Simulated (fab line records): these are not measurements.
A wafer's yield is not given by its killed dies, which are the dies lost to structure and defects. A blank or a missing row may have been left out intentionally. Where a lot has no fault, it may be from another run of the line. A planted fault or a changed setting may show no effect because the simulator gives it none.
Which of the tools did it? -- flow nand_harc -- 11 lots, 33 wafers sampled, at 4 steps of a route of 1159

## WHAT THE GAUGES READ, wafer by wafer
NHARC_A_CONTACT_INSPECT_10.
lot,measured,on,raw_defect_count
L303,day 17 02:38,defect_inspect-01,12 12 8
L301,day 17 03:50,defect_inspect-01,35 37 40
L302,day 17 09:52,defect_inspect-02,28 26 30
L306,day 17 20:16,defect_inspect-02,7 11 10
L310,day 19 10:46,defect_inspect-02,352 22 25
L316,day 20 11:01,defect_inspect-01,33 30 34
L315,day 20 11:44,defect_inspect-01,22 34 43
L321,day 21 21:02,defect_inspect-02,20 12 12
L320,day 22 14:51,defect_inspect-02,26 20 31
L323,day 22 23:51,defect_inspect-02,23 26 18
L324,day 23 05:24,defect_inspect-02,18 19 20

## WHICH TOOL RAN EACH LOT (tool, then ch and the chambers of the sampled wafers, then the start)
lot,NHARC_A_CONTACT_ETCH_133,NHARC_A_CONTACT_STRIP_82,NHARC_A_CONTACT_DEP_85
L303,"har_cap_etch-01 ch 0, day 16 21:40","rie_diel-13 ch 1,2,3, day 17 01:49 or earlier","pecvd-03 ch 0,1,2, day 17 01:49"
L301,"har_cap_etch-03 ch 0,1, day 16 23:33","rie_diel-11 ch 0,2, day 17 03:01 or earlier","pecvd-03 ch 0,2, day 17 03:01"
L302,"har_cap_etch-01 ch 0,1, day 17 04:22","rie_diel-07 ch 0,1,2, day 17 09:02 or earlier","pecvd-03 ch 0,1,2, day 17 09:02"
L306,"har_cap_etch-02 ch 0,1, day 17 15:44","rie_diel-11 ch 0,2,3, day 17 19:33 or earlier","pecvd-04 ch 0,1, day 17 19:33"
L310,"har_cap_etch-02 ch 0,1, day 19 06:03","rie_diel-11 ch 0,2,3, day 19 09:55 or earlier","pecvd-02 ch 0,1,2, day 19 09:55"
L316,"har_cap_etch-02 ch 0,1, day 20 07:10","rie_diel-07 ch 0,1,3, day 20 10:17 or earlier","pecvd-04 ch 0,2, day 20 10:17"
L315,"har_cap_etch-01 ch 0,1, day 20 07:53","rie_diel-11 ch 0,2,3, day 20 10:55 or earlier","pecvd-04 ch 0,1,2, day 20 10:55"
L321,"har_cap_etch-02 ch 0,1, day 21 15:15","rie_diel-13 ch 0,1,3, day 21 20:12 or earlier","pecvd-04 ch 0,1,2, day 21 20:12"
L320,"har_cap_etch-03 ch 0,1, day 22 11:05","rie_diel-13 ch 0,1, day 22 14:05 or earlier","pecvd-03 ch 0,1,2, day 22 14:05"
L323,"har_cap_etch-02 ch 0,1, day 22 19:41","rie_diel-07 ch 1,2, day 22 23:08 or earlier","pecvd-03 ch 1,2, day 22 23:08"
L324,"har_cap_etch-01 ch 0,1, day 23 01:16","rie_diel-13 ch 1,2, day 23 04:33 or earlier","pecvd-03 ch 0,1, day 23 04:33"
- NHARC_A_CONTACT_ETCH_133: etches the open film in C4F8/O2/Ar, time 195 s, target depth 840 nm.
- NHARC_A_CONTACT_STRIP_82: strips in O2.
- NHARC_A_CONTACT_DEP_85: deposits SiON, target thk 50 nm.

## THE ANSWER, worked out from the rows above alone
Rule: what is usual is taken from the lots themselves. The widest of any qualifying gaps counts: lots, ordered by their means at a reading, are off when they make up no more than a third of the lots, leave a main group of 4 or more, and stand apart from it by 3 or more times the standard deviation of that group's means. The tables above print the reading to a certain number of digits; a main group whose means all agree to those digits is not used. Also off: a lot with no number at a reading for which 4 or more lots have one. Any other lot the step has rows for is counted as sound.
Off: L310 (NHARC_A_CONTACT_INSPECT_10, raw_defect_count). The main group has a mean of 23 with a standard deviation of 9.2.
If a tool, at a process step before that reading, ran all the lots that are off and no sound lot after the first of them, it fits. The gauges at NHARC_A_CONTACT_INSPECT_10 are tried like those tools. NHARC_A_CONTACT_STRIP_82: start missing for some lots; hours and lot order therefore follow NHARC_A_CONTACT_DEP_85. One fits: NHARC_A_CONTACT_DEP_85 on pecvd-02. It ran no sound lot before its first lot that is off in this sample, so the start can't be narrowed down.

## WHAT HAD BEEN PUT IN BY THE SIMULATOR
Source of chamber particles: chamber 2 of pecvd-02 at NHARC_A_CONTACT_DEP_85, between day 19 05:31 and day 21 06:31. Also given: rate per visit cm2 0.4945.
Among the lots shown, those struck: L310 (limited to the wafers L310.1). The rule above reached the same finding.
